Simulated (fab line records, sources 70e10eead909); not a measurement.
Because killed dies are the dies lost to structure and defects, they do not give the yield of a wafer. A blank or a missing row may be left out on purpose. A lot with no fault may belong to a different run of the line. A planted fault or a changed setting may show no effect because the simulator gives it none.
Which tool was responsible? | flow nand-harc | 18 wafers from 6 lots sampled at 3 of the route's 1159 steps

WHAT EACH GAUGE READ, for each wafer
NHARC_A_STAIRCASE_INSPECT_155.
lot  | measured     | on                | raw-defect-count
L247 | day 14 01:41 | defect-inspect-01 | 218 268 401
L249 | day 14 12:11 | defect-inspect-02 | 386 332 561
L258 | day 17 05:25 | defect-inspect-02 | 536 247 386
L257 | day 17 08:10 | defect-inspect-01 | 1704 1523 1605
L263 | day 18 06:52 | defect-inspect-02 | 379 381 459
L267 | day 19 16:21 | defect-inspect-01 | 217 294 230

EACH LOT AND THE TOOL THAT RAN IT (in order: tool; ch and the chambers of the sampled wafers; start)
lot  | NHARC_A_STAIRCASE_DEP_471       | NHARC_A_STAIRCASE_CMP_472
L247 | pecvd-01 ch 1,2, day 14 01:04   | cmp-04 ch 0,1,2, day 14 01:25
L249 | pecvd-03 ch 0,1,2, day 14 11:34 | cmp-04 ch 1,2, day 14 11:50
L258 | pecvd-01 ch 0,2, day 17 04:51   | cmp-03 ch 1,2, day 17 05:04
L257 | pecvd-01 ch 1,2, day 17 07:28   | cmp-04 ch 0,1,3, day 17 07:49
L263 | pecvd-01 ch 0,1,2, day 18 06:15 | cmp-02 ch 1,2,3, day 18 06:31
L267 | pecvd-04 ch 0,1,2, day 19 15:46 | cmp-04 ch 0,2,3, day 19 16:02
- NHARC_A_STAIRCASE_DEP_471: deposits SiO2, target thk 100 nm.
- NHARC_A_STAIRCASE_CMP_472: polishes SiO2.

THE ANSWER, worked out from the rows above alone
Rule: what is usual is taken from the lots themselves. The widest of any qualifying gaps counts: lots, ordered by their means at a reading, are off when they make up no more than a third of the lots, leave a main group of 4 or more, and stand apart from it by 3 or more times the standard deviation of that group's means. A main group is skipped when, at the precision printed for the reading in the tables above, its means are all equal. Also off: a lot with no number at a reading for which 4 or more lots have one. The other lots that the step has rows for count as sound.
Off: L257 (NHARC_A_STAIRCASE_INSPECT_155, raw-defect-count). The main group has a mean of 353 with a standard deviation of 69.
A tool fits if, at a process step before that reading, it ran every lot that is off, and no sound lot after the first of them. Those tools and the gauges at NHARC_A_STAIRCASE_INSPECT_155 are tried in the same way. Of those tried, none fits.

WHAT HAD BEEN PUT IN BY THE SIMULATOR
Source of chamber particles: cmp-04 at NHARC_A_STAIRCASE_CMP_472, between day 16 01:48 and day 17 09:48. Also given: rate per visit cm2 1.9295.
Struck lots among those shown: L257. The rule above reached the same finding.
